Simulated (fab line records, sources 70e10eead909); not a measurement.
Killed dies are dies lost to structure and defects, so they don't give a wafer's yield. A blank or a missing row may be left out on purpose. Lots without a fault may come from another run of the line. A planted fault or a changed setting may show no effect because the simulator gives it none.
Chamber matching | flow nand_harc | NHARC_A_STAIRCASE_TRIM_196 on rie_diel-12: 4 sister chambers
The step chemistry O2, time 211.2 s. 4 wafers are shown with their chamber, then 9 later ones without.

WAFERS WITH THEIR CHAMBER
wafer  | chamber | drypump_motor_current_A (A)
L089.6 | 3       | 5.7
L090.1 | 0       | 6.6
L090.4 | 1       | 5.1
L090.6 | 2       | 6.0

WAFERS WITHOUT THEIR CHAMBER
wafer  | drypump_motor_current_A (A)
L092.3 | 5.8
L092.4 | 5.1
L092.5 | 5.1
L095.3 | 6.1
L095.5 | 6.6
L095.6 | 5.8
L097.3 | 6.6
L097.5 | 6.6
L097.6 | 5.8

WHICH CHAMBER EACH WENT THROUGH
wafer  | from the rows above     | in truth
L092.3 | can't be placed: 3 or 2 | 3
L092.4 | 1                       | 1
L092.5 | 1                       | 1
L095.3 | 2                       | 2
L095.5 | 0                       | 0
L095.6 | can't be placed: 3 or 2 | 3
L097.3 | 0                       | 0
L097.5 | 0                       | 0
L097.6 | can't be placed: 3 or 2 | 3
Placed correctly: 6 of 9. Can't be placed from these rows: 3 (the true chamber is among the candidates in 3). Placed wrongly: 0.
How it was worked out, from the rows above alone: a wafer's distance from a chamber is the root of the sum, over the readings, of the square of ((its reading less the chamber's mean) divided by the reading's scatter). The wafer belongs to the nearest chamber; if the next one is less than 2 further off, it can't be placed. A chamber's mean is the mean of its shown wafers. The scatter: with one shown wafer a chamber, the root of the mean of the squares of how far each hidden wafer lies from its nearest shown one.
